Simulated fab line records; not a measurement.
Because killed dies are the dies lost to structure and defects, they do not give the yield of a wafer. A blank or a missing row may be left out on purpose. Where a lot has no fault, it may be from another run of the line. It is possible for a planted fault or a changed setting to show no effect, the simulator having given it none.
Matching of chambers + flow nandHarc + rieDiel-13 running NHARC_A_SGD_CUT_ETCH_58: 4 sister chambers
The step etches the open film in CF4, target depth 39 nm, time 65 s. 8 wafers are shown with their chamber, then 8 later ones without.

== EACH WAFER AND ITS CHAMBER ==
| wafer  | chamber | drypumpMotorCurrentA (A) | rfVppV (V) |
|--------|---------|--------------------------|------------|
| L076.5 | 1       | 5.3                      | 151.7      |
| L085.2 | 0       | 6.0                      | 149.2      |
| L085.4 | 3       | 5.1                      | 148.6      |
| L085.6 | 2       | 5.9                      | 150.5      |
| L087.1 | 3       | 5.2                      | 149.1      |
| L087.2 | 1       | 5.3                      | 151.8      |
| L087.5 | 2       | 5.9                      | 150.9      |
| L088.3 | 0       | 6.0                      | 150.7      |

== WAFERS WITH NO CHAMBER GIVEN ==
| wafer  | drypumpMotorCurrentA (A) | rfVppV (V) |
|--------|--------------------------|------------|
| L088.4 | 5.3                      | 151.6      |
| L088.5 | 5.2                      | 149.8      |
| L090.1 | 5.3                      | 152.8      |
| L090.2 | 6.1                      | 151.0      |
| L090.5 | 6.0                      | 149.5      |
| L097.1 | 6.0                      | 149.6      |
| L097.3 | 5.3                      | 151.1      |
| L097.6 | 6.0                      | 149.7      |

== WHICH CHAMBER EACH ONE RAN IN ==
| wafer  | from the rows above | in truth |
|--------|---------------------|----------|
| L088.4 | 1                   | 1        |
| L088.5 | 3                   | 3        |
| L090.1 | 1                   | 1        |
| L090.2 | 0                   | 0        |
| L090.5 | 0                   | 0        |
| L097.1 | 0                   | 0        |
| L097.3 | 1                   | 1        |
| L097.6 | 0                   | 0        |
Placed correctly: 8 of 8. From these rows, 0 cannot be placed. 0 placed wrongly.
How it was worked out, from the rows above alone: a wafer's distance from a chamber is the root of the sum, over the readings, of the square of ((its reading less the chamber's mean) divided by the reading's scatter). The wafer belongs to the nearest chamber; if the next one is less than 2 further off, it can't be placed. Each chamber's mean is taken over the wafers shown for it. The scatter: take each reading less its chamber's mean, square it, sum over the shown wafers, divide by the number of wafers less the number of chambers, and take the root.
